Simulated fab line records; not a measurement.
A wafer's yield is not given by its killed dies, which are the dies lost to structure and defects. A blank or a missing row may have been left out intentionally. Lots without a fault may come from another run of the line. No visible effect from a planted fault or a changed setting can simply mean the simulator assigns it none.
Chamber matching ; flow n5 finfet ; pecvd-01 running N5_BEOL_M13_DEP_53: 3 sister chambers
The step deposits SiCN from 3MS/NH3, target thk 50 nm, time 17.8 s. 3 wafers are shown with their chamber, then 10 later ones without.

EACH WAFER AND ITS CHAMBER
wafer;chamber;throttle valve pct (%)
L088.3;1;18.8
L090.5;0;18.2
L089.4;2;17.0

WAFERS WITH NO CHAMBER GIVEN
wafer;throttle valve pct (%)
L089.6;19.0
L095.3;18.7
L095.5;19.0
L095.6;18.6
L094.1;18.9
L094.5;18.5
L094.6;19.0
L097.2;18.3
L097.4;18.6
L097.6;19.2

THE CHAMBER EACH PASSED THROUGH
wafer;from the rows above;in truth
L089.6;1;1
L095.3;can't be placed: 1 or 0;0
L095.5;1;1
L095.6;can't be placed: 1 or 0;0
L094.1;1;1
L094.5;can't be placed: 0 or 1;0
L094.6;1;1
L097.2;can't be placed: 0 or 1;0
L097.4;can't be placed: 1 or 0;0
L097.6;1;1
5 of 10 placed correctly. Not placeable from these rows: 5 (in 5, the candidates include the true chamber). Wrongly placed: 0.
How it was worked out, from the rows above alone: a wafer's distance from a chamber is the root of the sum, over the readings, of the square of ((its reading less the chamber's mean) divided by the reading's scatter). The wafer belongs to the nearest chamber; if the next one is less than 2 further off, it can't be placed. For every chamber, the mean is computed from those of its wafers that are shown. The scatter: with one shown wafer a chamber, the root of the mean of the squares of how far each hidden wafer lies from its nearest shown one.
